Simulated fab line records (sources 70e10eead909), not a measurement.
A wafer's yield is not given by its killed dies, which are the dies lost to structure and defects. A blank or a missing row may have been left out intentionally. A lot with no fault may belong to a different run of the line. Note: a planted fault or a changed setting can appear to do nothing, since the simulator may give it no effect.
Matching of chambers ; flow nandHarc ; aldHk-01 running NHARC_A_STAIRCASE_ALD_420: 4 sister chambers
The step deposits SiO2, target thk 20 nm, pulse time 6 s, ald cycles 200. 4 wafers are shown with their chamber, then 7 later ones without.

WAFERS PAIRED WITH THEIR CHAMBERS
wafer;chamber;heaterPowerW (W)
L500.1;1;430
L499.1;0;433
L499.3;3;443
L499.6;2;554

WAFERS WITH NO CHAMBER GIVEN
wafer;heaterPowerW (W)
L502.2;420
L506.1;541
L506.5;453
L506.6;553
L512.1;533
L512.2;435
L512.5;544

WHICH CHAMBER EACH ONE RAN IN
wafer;from the rows above;in truth
L502.2;can't be placed: 1 or 0 or 3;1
L506.1;2;2
L506.5;can't be placed: 3 or 0 or 1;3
L506.6;2;2
L512.1;2;2
L512.2;can't be placed: 0 or 1 or 3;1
L512.5;2;2
Correctly placed: 4 of 7. Unplaceable from these rows: 3, with the true chamber sitting among the candidates in 3. 0 placed wrongly.
How it was worked out, from the rows above alone: a wafer's distance from a chamber is the root of the sum, over the readings, of the square of ((its reading less the chamber's mean) divided by the reading's scatter). The wafer belongs to the nearest chamber; if the next one is less than 2 further off, it can't be placed. For every chamber, the mean is computed from those of its wafers that are shown. The scatter: with one shown wafer a chamber, the root of the mean of the squares of how far each hidden wafer lies from its nearest shown one.
